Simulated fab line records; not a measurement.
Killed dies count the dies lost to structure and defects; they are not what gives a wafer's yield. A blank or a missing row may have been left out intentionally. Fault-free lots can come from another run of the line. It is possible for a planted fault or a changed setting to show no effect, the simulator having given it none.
Chamber matching -- flow n5_finfet -- N5_BEOL_M0_STRIP_140 on rie_diel-05: 4 sister chambers
The step strips in CF4. 18 wafers are shown with their chamber, then 9 later ones without.

EACH WAFER AND ITS CHAMBER
wafer,chamber,showerhead_plenum_p_Torr (Torr),throttle_valve_pct (%),oes_product_au (a.u.)
L074.1,2,1.78,13.39,0.84
L074.2,0,1.90,13.16,0.91
L074.3,3,1.85,13.37,0.73
L074.4,1,1.86,13.84,0.76
L074.5,3,1.85,13.35,0.73
L074.6,2,1.78,13.41,0.84
L076.2,3,1.85,13.35,0.72
L076.5,2,1.78,13.40,0.84
L076.6,3,1.85,13.38,0.72
L085.1,2,1.78,13.43,0.81
L085.3,1,1.85,13.90,0.74
L085.4,0,1.90,13.21,0.87
L090.1,0,1.89,13.24,0.86
L090.2,2,1.78,13.48,0.80
L090.3,1,1.85,13.93,0.72
L091.1,2,1.77,13.45,0.80
L091.3,0,1.89,13.27,0.85
L091.6,1,1.85,13.94,0.73

SIGNATURES, as means of the wafers listed above
reading,chamber 0,chamber 1,chamber 2,chamber 3,scatter within a chamber
showerhead_plenum_p_Torr,1.8950,1.8525,1.7783,1.8500,0.0043
throttle_valve_pct,13.2200,13.9025,13.4267,13.3625,0.0369
oes_product_au,0.8725,0.7375,0.8217,0.7250,0.0191
Rule: for a wafer and a chamber, the distance is found by dividing, reading by reading, the gap between the wafer's reading and the chamber's mean by the reading's scatter, squaring, summing and taking the root. The wafer belongs to the nearest chamber; if the next one is less than 2 further off, it can't be placed. The scatter: take each reading less its chamber's mean, square it, sum over the shown wafers, divide by the number of wafers less the number of chambers, and take the root.

WAFERS WITH NO CHAMBER GIVEN
wafer,showerhead_plenum_p_Torr (Torr),throttle_valve_pct (%),oes_product_au (a.u.)
L094.1,1.77,13.46,0.80
L094.2,1.84,13.95,0.72
L094.5,1.77,13.47,0.80
L096.1,1.84,13.97,0.71
L096.2,1.89,13.26,0.83
L096.6,1.84,13.96,0.71
L095.1,1.77,13.49,0.79
L095.2,1.84,13.93,0.71
L095.5,1.77,13.48,0.79

EACH ONE'S CHAMBER
wafer,from the rows above,in truth
L094.1,2,2
L094.2,1,1
L094.5,2,2
L096.1,1,1
L096.2,0,0
L096.6,1,1
L095.1,2,2
L095.2,1,1
L095.5,2,2
9 of 9 placed correctly. Can't be placed from these rows: 0. Number placed wrongly: 0.
